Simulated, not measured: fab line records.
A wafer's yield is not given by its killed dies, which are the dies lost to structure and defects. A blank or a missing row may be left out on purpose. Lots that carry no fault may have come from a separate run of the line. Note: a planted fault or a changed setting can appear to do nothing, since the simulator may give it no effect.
Which tool is to blame?	flow nand harc	Sampling: 12 lots, 36 wafers, 3 of 1302 route steps

## WHAT THE GAUGES READ, wafer by wafer
NHARC_A_ONON_D2_THK_MEAS_18: measures by ellipsometry.
lot	measured	on	thk nm (nm)
L075	day 13 01:37	film metro-02	1003 1003 1004
L077	day 13 20:58	film metro-01	1002 1000 1001
L079	day 15 00:27	film metro-01	990 988 991
L082	day 15 22:11	film metro-01	1016 1016 1015
L083	day 17 00:38	film metro-01	995 996 995
L085	day 17 08:22	film metro-01	987 990 988
L088	day 18 18:51	film metro-02	1006 1007 1009
L089	day 19 06:46	film metro-02	998 1001 1001
L091	day 19 22:18	film metro-02	998 998 997
L093	day 20 10:21	film metro-01	1000 999 996
L095	day 21 04:47	film metro-01	998 998 999
L097	day 22 04:28	film metro-01	995 995 995

## WHICH TOOL RAN EACH LOT (tool, then ch and the chambers of the sampled wafers, then the start)
lot	NHARC_A_CHANNEL_FILL_D1_ETCHBACK_20	NHARC_A_CHANNEL_FILL_D1_CMP_10
L075	rie diel-11 ch 1,2, day 10 03:17	cmp-04 ch 1,2, day 11 02:23
L077	rie diel-09 ch 0,2,3, day 11 01:58	cmp-02 ch 0,2,3, day 12 01:10
L079	rie diel-09 ch 1,2, day 12 00:22	cmp-02 ch 1,2,3, day 12 23:42
L082	rie diel-10 ch 1,2, day 13 01:53	cmp-01 ch 0,1,2, day 14 01:09
L083	rie diel-09 ch 1,2, day 13 21:23	cmp-02 ch 1,2,3, day 14 23:08
L085	rie diel-11 ch 1,2,3, day 14 10:35	cmp-01 ch 1,2,3, day 15 09:40
L088	rie diel-11 ch 1,2, day 15 20:47	cmp-01 ch 0,2,3, day 16 20:04
L089	rie diel-09 ch 0,1,2, day 16 05:57	cmp-04 ch 0,2,3, day 17 06:17
L091	rie diel-10 ch 0,3, day 16 21:52	cmp-01 ch 1,2,3, day 17 21:20
L093	rie diel-09 ch 1,2,3, day 17 12:51	cmp-01 ch 0,1,2, day 18 09:00
L095	rie diel-09 ch 1,2, day 18 09:13	cmp-04 ch 2,3, day 19 09:19
L097	rie diel-10 ch 0,2, day 19 06:32	cmp-04 ch 0,1, day 20 05:43
- NHARC_A_CHANNEL_FILL_D1_ETCHBACK_20: etches the open film in C4F8/O2/Ar, target depth 27 nm, time 13.5 s.
- NHARC_A_CHANNEL_FILL_D1_CMP_10: polishes, target thk 150 nm.

## THE ANSWER, worked out from the rows above alone
Rule: the usual values come from the lots themselves. The widest of any qualifying gaps counts: lots, ordered by their means at a reading, are off when they make up no more than a third of the lots, leave a main group of 4 or more, and stand apart from it by 3 or more times the standard deviation of that group's means. A main group whose means are all the same, to the digits that the tables above print for the reading, isn't used. A lot without any number at a reading at which 4 lots or more have one is off too. Any other lot the step has rows for is counted as sound.
Nothing can be told from this: no lot is off at any reading shown.

## WHAT THE SIMULATOR PUT IN
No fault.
